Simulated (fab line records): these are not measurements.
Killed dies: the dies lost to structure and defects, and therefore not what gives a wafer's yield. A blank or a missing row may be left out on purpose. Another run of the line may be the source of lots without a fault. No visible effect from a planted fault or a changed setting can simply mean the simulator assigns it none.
Which tool was responsible?	flow n5Finfet	24 wafers from 8 lots sampled at 6 of the route's 1938 steps

== WHAT THE GAUGES READ, wafer by wafer ==
N5_WELL_APT_CD_MEAS_25: target cd 200 nm. Usual: 201.0 nm for cdNm, sd 2.
lot	measured	on	cdNm (nm)	flag
L642	day 2 02:58	cdSem-03	199.1 200.5 200.9	
L645	day 2 21:11	cdSem-01	200.6 203.7 202.6	
L647	day 3 08:46	cdSem-01	202.2 200.8 201.4	
L654	day 5 03:03	cdSem-03	201.7 200.9 205.3	
L659	day 6 09:01	cdSem-03	201.2 200.6 201.1	
L661	day 6 22:41	cdSem-02	203.8 203.4 201.7	
L662	day 7 02:53	cdSem-03	203.7 200.7 203.3	
L663	day 7 09:23	cdSem-03	198.7 202.8 199.4	

N5_PMOS_HMC_CHANNEL_EPI_THK_MEAS_22. Usual: HMC_CMP_THK 54.1 nm, standard deviation 0.86.
lot	measured	on	HMC_CMP_THK (nm)	flag
L642	day 2 07:38	filmMetro-01	53.9 53.2 53.4	
L645	day 3 02:23	filmMetro-02	55.0 54.2 54.9	
L647	day 3 13:41	filmMetro-01	54.9 52.6 54.9	
L654	day 5 09:15	filmMetro-02	54.1 59.2 53.1	
L659	day 6 18:00	filmMetro-01	55.6 55.6 55.9	
L661	day 7 04:17	filmMetro-01	54.4 53.1 54.8	
L662	day 7 08:02	filmMetro-02	54.5 53.9 54.1	
L663	day 7 14:36	filmMetro-02	53.5 54.4 53.9	

N5_BEOL_M4_RC_MEAS_101. Usual: CJ_P 5.77, standard deviation 0.2; DIBL_N 35.3 mV/V, standard deviation 1.5; DIBL_P 35.3 mV/V, standard deviation 1.9; EOT_P 10.52, standard deviation 0.095; IGATE_P 0.0035 nA/um, standard deviation 0.00045; IOFF_N 0.145 nA/um, standard deviation 0.027; IOFF_P 0.20 nA/um, standard deviation 0.033; IOFF_P_85C 3.5 nA/um, standard deviation 0.5; IOFF_P_LIN 0.097 nA/um, standard deviation 0.013; IOFF_P_LONG 0.000105 nA/um, standard deviation 7.4e-06; ION_N 670 uA/um, standard deviation 12; ION_P 462 uA/um, standard deviation 6.8; RC_DENSE_P 23.7 ohm.um, standard deviation 0.64; RC_P 19.3 ohm.um, standard deviation 0.5; REXT_P 100.0 ohm.um, standard deviation 2.4; RS_NWELL 1037 ohm/sq, standard deviation 6.2; RS_SD_P 65.7 ohm/sq, standard deviation 0.99; SS_N 71.3 mV/dec, standard deviation 0.6; SS_P 73.1 mV/dec, standard deviation 0.7; VT_N 251 mV, standard deviation 3.4; VT_P -251 mV, standard deviation 3.2; VT_P_LONG -275.4 mV, standard deviation 2.3; VT_P_LVT -98.9 mV, standard deviation 2.6.
lot	measured	on	CJ_P	DIBL_N (mV/V)	DIBL_P (mV/V)	EOT_P	IGATE_P (nA/um)	IOFF_N (nA/um)	IOFF_P (nA/um)	IOFF_P_85C (nA/um)	IOFF_P_LIN (nA/um)	IOFF_P_LONG (nA/um)	ION_N (uA/um)	ION_P (uA/um)	RC_DENSE_P (ohm.um)	RC_P (ohm.um)	REXT_P (ohm.um)	RS_NWELL (ohm/sq)	RS_SD_P (ohm/sq)	SS_N (mV/dec)	SS_P (mV/dec)	VT_N (mV)	VT_P (mV)	VT_P_LONG (mV)	VT_P_LVT (mV)	flag
L642	day 9 00:02	prober-02	5.70 5.88 5.73	33.6 36.0 35.5	35.7 38.2 37.7	10.43 10.57 10.52	0.0041 0.0032 0.0033	0.140 0.180 0.182	0.19 0.24 0.22	3.3 4.0 3.8	0.094 0.109 0.104	0.00011 0.000111 0.000109	675 683 686	461 466 462	22.9 23.6 24.1	18.6 19.6 19.7	101.2 103.2 104.0	1037 1034 1044	65.8 65.4 66.7	70.7 71.5 71.5	74.2 73.6 74.4	247 245 246	-252 -249 -248	-274.2 -271.1 -272.2	-97.6 -95.8 -97.1	
L645	day 9 12:05	prober-01	5.59 5.88 5.78	36.7 35.3 36.8	36.6 35.2 37.3	10.43 10.42 10.50	0.0037 0.0041 0.0036	0.162 0.133 0.160	0.24 0.22 0.25	4.0 3.8 4.2	0.113 0.107 0.118	0.000108 0.000113 0.000112	669 664 679	464 466 467	23.5 23.7 23.1	19.1 19.2 18.9	98.7 96.9 96.7	1033 1023 1033	66.4 65.2 65.1	71.9 71.6 72.0	73.4 73.0 73.3	251 251 248	-247 -249 -245	-275.5 -272.8 -270.7	-96.1 -96.9 -93.9	
L647	day 10 06:46	prober-01	5.70 5.98 5.71	34.0 35.1 34.4	34.3 34.7 34.0	10.51 10.61 10.63	0.0044 0.0033 0.0036	0.135 0.151 0.135	0.19 0.20 0.19	3.4 3.5 3.4	0.096 0.097 0.096	0.000107 0.000111 0.000106	681 682 681	471 466 467	23.2 23.4 23.1	19.0 19.4 18.8	96.6 98.7 98.0	1037 1024 1030	65.7 65.4 66.0	70.8 70.5 70.9	72.8 72.7 71.7	251 246 252	-250 -248 -250	-272.3 -274.1 -273.8	-99.3 -99.2 -99.4	
L654	day 11 19:53	prober-01	5.67 - 5.86	36.2 34.2 35.7	36.4 - 36.0	10.62 - 10.58	0.0032 - 0.0034	0.143 0.112 0.139	0.19 - 0.19	3.4 - 3.4	0.094 - 0.093	9.6e-05 - 9.9e-05	669 657 677	458 - 465	24.4 - 22.7	20.0 - 18.6	102.7 - 101.7	1036 1065 1035	64.3 - 65.7	71.5 71.6 70.9	73.0 - 73.7	250 255 251	-252 - -252	-278.3 - -277.6	-101.0 - -101.6	
L659	day 13 14:29	prober-01	5.50 5.24 5.39	35.4 35.7 33.4	36.6 36.8 34.4	10.48 10.53 10.44	0.0041 0.0031 0.0042	0.162 0.163 0.128	0.20 0.20 0.16	3.4 3.4 2.9	0.091 0.093 0.080	9e-05 8.7e-05 9e-05	679 680 675	462 464 462	23.4 23.9 24.0	19.1 19.5 19.5	99.8 100.7 99.8	1043 1037 1039	66.8 65.7 67.4	71.3 70.8 69.8	73.0 73.5 72.7	248 248 250	-253 -254 -256	-278.9 -277.1 -276.1	-100.1 -99.6 -102.9	
L661	day 13 16:16	prober-01	5.53 5.99 5.69	36.1 36.3 35.4	34.9 35.3 35.1	10.48 10.55 10.50	0.0035 0.0032 0.0030	0.148 0.159 0.150	0.18 0.19 0.19	3.1 3.2 3.3	0.086 0.089 0.090	9.3e-05 0.0001 9.5e-05	668 676 662	454 462 461	24.1 22.5 23.1	19.7 18.3 19.1	100.9 98.5 98.2	1039 1038 1035	66.8 66.7 66.3	71.4 71.4 71.5	73.0 73.0 73.4	251 248 247	-255 -253 -252	-278.1 -277.8 -278.4	-102.1 -101.2 -101.1	
L662	day 13 19:15	prober-02	5.67 5.97 5.88	36.9 35.1 37.1	37.1 34.1 36.7	10.62 10.59 10.56	0.0030 0.0033 0.0037	0.151 0.120 0.148	0.21 0.18 0.22	3.7 3.2 3.7	0.102 0.093 0.103	9.7e-05 0.000105 0.000101	667 663 658	460 465 456	24.3 24.6 24.7	19.7 20.2 19.8	104.0 102.4 102.5	1034 1034 1035	65.3 64.2 65.7	71.1 71.8 71.5	73.5 72.4 73.8	248 254 250	-249 -250 -248	-278.9 -275.6 -275.2	-97.6 -99.7 -97.5	
L663	day 13 23:03	prober-01	6.03 5.81 5.80	36.4 35.1 34.8	36.2 34.7 33.9	10.67 10.56 10.62	0.0031 0.0038 0.0036	0.156 0.147 0.126	0.21 0.19 0.17	3.8 3.4 3.1	0.099 0.093 0.084	0.00011 0.000108 0.000105	663 675 657	459 458 457	23.5 23.2 23.4	19.2 19.0 19.1	99.2 99.3 100.9	1048 1041 1046	66.5 66.0 66.4	71.5 70.4 70.7	73.0 72.8 72.9	250 249 252	-249 -250 -255	-277.3 -278.2 -275.9	-99.6 -99.2 -101.5	

== EACH LOT AND THE TOOL THAT RAN IT (in order: tool; ch and the chambers of the sampled wafers; start) ==
lot	N5_WELL_APT_RTA_34	N5_WELL_APT_EPI_41	N5_PMOS_HMC_CHANNEL_EPI_FIN_RECESS_16
L642	rtpAnneal-02 ch 0, day 2 03:57	epiRpcvd-03 ch 0, day 2 04:11	rieSi-03 ch 0,1,3, day 2 05:49
L645	rtpAnneal-01 ch 0, day 2 22:49	epiRpcvd-03 ch 0, day 2 23:17	rieSi-02 ch 2,3, day 3 00:35
L647	rtpAnneal-01 ch 0, day 3 09:50	epiRpcvd-04 ch 0, day 3 10:17	rieSi-03 ch 2,3, day 3 11:53
L654	rtpAnneal-02 ch 0, day 5 03:55	epiRpcvd-03 ch 0, day 5 04:10	rieSi-03 ch 0,2,3, day 5 06:31
L659	rtpAnneal-02 ch 0, day 6 14:10	epiRpcvd-03 ch 0, day 6 14:38	rieSi-02 ch 0,3, day 6 16:11
L661	rtpAnneal-01 ch 0, day 7 00:02	epiRpcvd-03 ch 0, day 7 00:23	rieSi-01 ch 1,2,3, day 7 02:05
L662	rtpAnneal-01 ch 0, day 7 03:44	epiRpcvd-04 ch 0, day 7 03:58	rieSi-01 ch 0,2, day 7 06:14
L663	rtpAnneal-02 ch 0, day 7 10:20	epiRpcvd-02 ch 0, day 7 10:40	rieSi-01 ch 0,2,3, day 7 12:23
- N5_WELL_APT_RTA_34: time 10 s.
- N5_WELL_APT_EPI_41: deposits Si from SiH4/H2, target thk 50 nm, time 297.7 s.
- N5_PMOS_HMC_CHANNEL_EPI_FIN_RECESS_16: chemistry HBr/Cl2, target Si, target depth 54 nm, time 18 s.

== WHAT THE TOOLS THEMSELVES READ (means of the sampled wafers that have a number; where no wafer has one, the mark that the record gives instead) ==
N5_WELL_APT_RTA_34. Usual: lampPowerPct 13.00 %, standard deviation 0.058; lamp_zone_6_pct 12.920 %, standard deviation 0.029; wafer_temp_C_max 1003.5, standard deviation 1.1.
lot	tool	lampPowerPct (%)	lamp_zone_6_pct (%)	wafer_temp_C_max	flag
L642	rtpAnneal-02	13.00	12.913	1002.8	
L645	rtpAnneal-01	13.01	12.941	1002.6	
L647	rtpAnneal-01	13.00	12.943	1003.6	
L654	rtpAnneal-02	12.91	12.913	1004.0	
L659	rtpAnneal-02	13.02	12.894	1002.6	
L661	rtpAnneal-01	12.95	12.913	1003.5	
L662	rtpAnneal-01	12.94	12.924	1003.6	
L663	rtpAnneal-02	13.04	12.920	1004.6	

N5_WELL_APT_EPI_41. Usual: lampInnerPct 15.5 %, standard deviation 1; throttleValvePct 11.3 %, standard deviation 0.41.
lot	tool	lampInnerPct (%)	throttleValvePct (%)	flag
L642	epiRpcvd-03	16.6	11.7	
L645	epiRpcvd-03	16.6	11.9	
L647	epiRpcvd-04	14.9	11.1	
L654	epiRpcvd-03	16.6	11.7	
L659	epiRpcvd-03	16.5	11.8	
L661	epiRpcvd-03	16.6	11.8	
L662	epiRpcvd-04	15.0	11.2	
L663	epiRpcvd-02	14.5	11.0	

N5_PMOS_HMC_CHANNEL_EPI_FIN_RECESS_16. Usual: drypumpMotorCurrentA 5.8 A, standard deviation 0.47; oesProductAu 1.002 a.u., standard deviation 0.018; throttleValvePct 35.5 %, standard deviation 0.34.
lot	tool	drypumpMotorCurrentA (A)	oesProductAu (a.u.)	throttleValvePct (%)	flag
L642	rieSi-03	5.6	1.007	35.5	
L645	rieSi-02	6.3	1.000	35.4	
L647	rieSi-03	5.7	0.996	35.0	
L654	rieSi-03	5.6	1.067	35.2	OFF
L659	rieSi-02	6.3	1.017	35.6	
L661	rieSi-01	6.2	1.009	35.7	
L662	rieSi-01	5.7	0.994	35.4	
L663	rieSi-01	5.8	1.000	35.6	

== THE ANSWER, worked out from the rows above alone ==
Rule: take the mean of a lot's wafers that have a number; if it is more than 3 standard deviations from the usual mean, the lot is off. A lot without any number at a reading at which 4 lots or more have one is off too. Where the step has rows for the other lots, those lots are counted as sound. Order of review: gauges by route order, followed by the tools' own readings, for which a lot's mean as printed above is used. At the first step where some lot is off, the reading lying furthest off is the one used; lots without a number count as furthest.
Off, at N5_PMOS_HMC_CHANNEL_EPI_FIN_RECESS_16 on oesProductAu: L654.
If a tool, at that step or one of the process steps before it, ran each lot that is off and ran no sound lot following the first of them, it fits. One candidate fits, namely rieSi-03 at N5_PMOS_HMC_CHANNEL_EPI_FIN_RECESS_16. Its last sound lot is L647 (day 3 11:53), its first lot that is off L654 (day 5 06:31): a fault that began between those two fits.
The tool's own readings at N5_PMOS_HMC_CHANNEL_EPI_FIN_RECESS_16 bear it out: on the lots that are off they differ by more than 5 times the standard deviation of the sound lots' means. oesProductAu reads 1.067 a.u. there against 1.003 a.u. on the sound lots.

== WHAT THE SIMULATOR PUT IN ==
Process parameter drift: rieSi-03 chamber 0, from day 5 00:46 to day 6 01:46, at N5_PMOS_HMC_CHANNEL_EPI_FIN_RECESS_16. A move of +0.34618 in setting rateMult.
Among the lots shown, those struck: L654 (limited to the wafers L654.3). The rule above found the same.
